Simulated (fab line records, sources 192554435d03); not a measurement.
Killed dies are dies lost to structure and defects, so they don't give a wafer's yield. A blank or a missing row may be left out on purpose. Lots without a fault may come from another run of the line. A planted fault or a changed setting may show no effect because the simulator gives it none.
Chamber matching | flow n5_finfet | N5_BEOL_M15_ILD_DEP_00 on pecvd-03: 3 sister chambers
The step deposits SiO2 from TEOS/O2, target thk 1629.3 nm, time 346.1 s. 18 wafers are shown with their chamber, then 9 later ones without.

WAFERS WITH THEIR CHAMBER
wafer  | chamber | heater_power_w (W) | showerhead_plenum_p_Torr (Torr) | throttle_valve_pct (%)
L074.2 | 1       | 574                | 8.30                            | 18.1
L074.4 | 0       | 611                | 8.31                            | 18.3
L074.6 | 1       | 434                | 8.32                            | 17.8
L079.1 | 0       | 666                | 8.30                            | 18.2
L079.2 | 1       | 581                | 8.28                            | 18.1
L079.3 | 2       | 753                | 8.35                            | 17.8
L080.1 | 0       | 517                | 8.32                            | 18.0
L080.2 | 2       | 751                | 8.31                            | 17.8
L080.4 | 2       | 790                | 8.34                            | 17.8
L084.3 | 0       | 635                | 8.30                            | 18.0
L084.5 | 2       | 768                | 8.32                            | 18.1
L084.6 | 0       | 497                | 8.31                            | 18.2
L088.1 | 1       | 479                | 8.32                            | 18.0
L088.3 | 2       | 638                | 8.33                            | 17.8
L088.6 | 2       | 772                | 8.33                            | 18.0
L087.1 | 0       | 548                | 8.30                            | 18.3
L087.2 | 1       | 486                | 8.31                            | 17.9
L087.5 | 2       | 620                | 8.36                            | 18.0

SIGNATURES (means of the wafers above)
reading                  | chamber 0 | chamber 1 | chamber 2 | scatter within a chamber
heater_power_w           | 579.00    | 510.80    | 727.43    | 67.3
showerhead_plenum_p_Torr | 8.3067    | 8.3060    | 8.3343    | 0.0147
throttle_valve_pct       | 18.167    | 17.980    | 17.900    | 0.132
Rule: a wafer's distance from a chamber is the root of the sum, over the readings, of the square of ((its reading less the chamber's mean) divided by the reading's scatter). The wafer belongs to the nearest chamber; if the next one is less than 2 further off, it can't be placed. The scatter: the root of (the sum of the squares of (reading less its chamber's mean) over the shown wafers, divided by (wafers less chambers)).

WAFERS WITHOUT THEIR CHAMBER
wafer  | heater_power_w (W) | showerhead_plenum_p_Torr (Torr) | throttle_valve_pct (%)
L090.4 | 435                | 8.32                            | 17.7
L090.5 | 793                | 8.36                            | 17.9
L090.6 | 668                | 8.31                            | 18.2
L094.1 | 575                | 8.34                            | 18.0
L094.2 | 758                | 8.33                            | 17.9
L094.6 | 629                | 8.36                            | 17.9
L096.1 | 723                | 8.34                            | 17.9
L096.2 | 649                | 8.32                            | 18.3
L096.4 | 785                | 8.34                            | 17.9

WHICH CHAMBER EACH WENT THROUGH
wafer  | from the rows above          | in truth
L090.4 | can't be placed: 1 or 0      | 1
L090.5 | 2                            | 2
L090.6 | can't be placed: 0 or 1 or 2 | 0
L094.1 | can't be placed: 2 or 1 or 0 | 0
L094.2 | 2                            | 2
L094.6 | can't be placed: 2 or 1 or 0 | 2
L096.1 | 2                            | 2
L096.2 | can't be placed: 0 or 1 or 2 | 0
L096.4 | 2                            | 2
Placed correctly: 4 of 9. Can't be placed from these rows: 5 (the true chamber is among the candidates in 5). Placed wrongly: 0.
